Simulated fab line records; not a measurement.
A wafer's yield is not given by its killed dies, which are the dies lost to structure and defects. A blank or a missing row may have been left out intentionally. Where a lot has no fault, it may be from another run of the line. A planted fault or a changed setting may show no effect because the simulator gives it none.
Split-lot trial    flow n5_finfet    route with 1938 steps; 7 lots, 21 wafers read

## THE SPLIT ITSELF
At N5_BEOL_M4_TRENCH_ETCH_37 (etches SiOC in C4F6/O2, target depth 55.555 nm, time 29.2 s), the setting source_w was moved away from the recipe's 355 W on 3 of the 21 wafers read, by -9.5% to +16.9%. For the rest of the wafers, this setting stayed at what the recipe calls for.

The split's own step is where the reading is taken.

## THE READING
rf_vpp_V, in V, at N5_BEOL_M4_TRENCH_ETCH_37 (etches SiOC in C4F6/O2, target depth 55.555 nm, time 29.2 s). On this fab line, fault-free wafers typically give 663 V with a standard deviation of 5.9 V.

wafer   tool, chamber at the split  source_w as run, W  against the recipe  rf_vpp_V, V  against lot-mates on the recipe
L078.1  rie_diel-01, 0              355                 recipe              673          -
L078.2  rie_diel-01, 3              321.3               -9.5%               702          +32
L078.6  rie_diel-01, 3              355                 recipe              668          -
L079.3  rie_diel-03, 0              355                 recipe              655          -
L079.4  rie_diel-03, 2              355                 recipe              666          -
L079.5  rie_diel-03, 0              355                 recipe              653          -
L087.3  rie_diel-05, 2              355                 recipe              655          -
L087.4  rie_diel-05, 1              355                 recipe              657          -
L087.6  rie_diel-05, 3              355                 recipe              658          -
L088.4  rie_diel-03, 0              355                 recipe              654          -
L088.5  rie_diel-03, 2              355                 recipe              665          -
L088.6  rie_diel-03, 1              355                 recipe              667          -
L091.1  rie_diel-01, 1              355                 recipe              659          -
L091.3  rie_diel-01, 2              415                 +16.9%              618          -48
L091.4  rie_diel-01, 0              355                 recipe              672          -
L093.1  rie_diel-03, 1              411.3               +15.9%              617          -40
L093.3  rie_diel-03, 3              355                 recipe              661          -
L093.4  rie_diel-03, 0              355                 recipe              652          -
L097.2  rie_diel-05, 1              355                 recipe              657          -
L097.4  rie_diel-05, 2              355                 recipe              655          -
L097.5  rie_diel-05, 0              355                 recipe              663          -

FIT RESULTS
A straight line over all 21 wafers: rf_vpp_V changes by -2.92 V for each +1% of source_w; r = -0.92; the points scatter about the line by 7.1 V.
The same after taking each lot's own level away (the mean of its wafers on the recipe; 21 wafers): -2.77 V for each +1%; r = -0.96; scatter 4.7 V.
Per that fit: largest source_w move, reading shift of 47 V.
Measured against the standard deviation above, the lots' own levels, which go from 656.5 to 670.5 V, span 2.4 times it.
Consequently the slope shifts little with the lot-to-lot level, the two slopes agreeing.
Check: with one of the wafers moved furthest among these (+16.9%) left out of the fit, the line predicts -45.5 V for it against its lot-mates. It came out at -47.5 V against them.
Tool readings at the split's step, against how far the setting was moved: rf_vpp_V r = -0.92.

## OTHER SPLITS ON THESE WAFERS
Note: prior to the reading, these wafers also went through further splits. Each is held against what the fit with the lots' levels taken away leaves over:
other split on the same wafers    wafers away from the commonest value  r with rf_vpp_V (lot level and that fit taken away)
N5_BEOL_M2_COAT_22 spin_rpm       7                                     +0.22
N5_BEOL_M3_ETCH_70 bias_w         6                                     +0.27
N5_BEOL_M3_TRENCH_ETCH_37 time_s  10                                    -0.08
N5_BEOL_M4_COAT_73 spin_rpm       6                                     +0.15
N5_BEOL_M4_DESCUM_16 time_s       8                                     +0.12

## THE WHOLE CHAIN: every reading that the file lists as answering this split, in the file's order
step                       what it does                                                 reading                                                                    change (the file's fit)                r (the file's)
N5_BEOL_M4_TRENCH_ETCH_37  etches SiOC in C4F6/O2, target depth 55.555 nm, time 29.2 s  rf_vpp_V                                                                   -2.72 V for each +1% of the setting    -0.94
N5_BEOL_M4_TRENCH_ETCH_37  etches SiOC in C4F6/O2, target depth 55.555 nm, time 29.2 s  etch.depth_nm (the simulator's own value, which no gauge read)             +0.239 nm for each +1% of the setting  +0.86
N5_BEOL_M4_TRENCH_ETCH_37  etches SiOC in C4F6/O2, target depth 55.555 nm, time 29.2 s  BEOL_M4.feature_depth_nm (the simulator's own value, which no gauge read)  +0.245 nm for each +1% of the setting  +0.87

## THE FILE'S OWN FIT
rf_vpp_V changes by -2.72 V for each +1% of source_w, r = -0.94.
